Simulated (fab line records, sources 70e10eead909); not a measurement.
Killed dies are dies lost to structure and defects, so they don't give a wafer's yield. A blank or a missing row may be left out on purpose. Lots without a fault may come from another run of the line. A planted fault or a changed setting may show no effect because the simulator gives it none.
Chamber matching | flow nand_harc | NHARC_P_M0_ETCH_34 on rie_diel-03: 4 sister chambers
The step etches the open film in N2/H2, target depth 40 nm, overetch 12 nm, time 43.94 s. 8 wafers are shown with their chamber, then 9 later ones without.

WAFERS WITH THEIR CHAMBER
wafer  | chamber | rf_vpp_V (V) | oes_product_au (a.u.)
L081.2 | 0       | 426.6        | 1.017
L081.6 | 2       | 433.5        | 1.003
L085.1 | 2       | 433.3        | 1.010
L085.3 | 0       | 426.3        | 1.031
L086.2 | 1       | 427.3        | 0.992
L087.1 | 3       | 434.7        | 1.007
L087.4 | 1       | 427.4        | 1.005
L087.6 | 3       | 434.8        | 1.015

WAFERS WITHOUT THEIR CHAMBER
wafer  | rf_vpp_V (V) | oes_product_au (a.u.)
L095.1 | 433.5        | 1.010
L095.3 | 425.8        | 1.022
L095.6 | 434.3        | 1.003
L094.1 | 433.0        | 1.009
L094.2 | 425.1        | 0.991
L094.5 | 426.8        | 1.024
L097.3 | 433.8        | 1.000
L097.4 | 432.8        | 1.007
L097.6 | 433.4        | 1.008

WHICH CHAMBER EACH WENT THROUGH
wafer  | from the rows above | in truth
L095.1 | 2                   | 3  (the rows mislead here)
L095.3 | 0                   | 0
L095.6 | 3                   | 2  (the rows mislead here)
L094.1 | 2                   | 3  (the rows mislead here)
L094.2 | 0                   | 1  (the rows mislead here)
L094.5 | 0                   | 0
L097.3 | 2                   | 2
L097.4 | 2                   | 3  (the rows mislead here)
L097.6 | 2                   | 2
Placed correctly: 4 of 9. Can't be placed from these rows: 0. Placed wrongly: 5.
How it was worked out, from the rows above alone: a wafer's distance from a chamber is the root of the sum, over the readings, of the square of ((its reading less the chamber's mean) divided by the reading's scatter). The wafer belongs to the nearest chamber; if the next one is less than 2 further off, it can't be placed. A chamber's mean is the mean of its shown wafers. The scatter: the root of (the sum of the squares of (reading less its chamber's mean) over the shown wafers, divided by (wafers less chambers)).
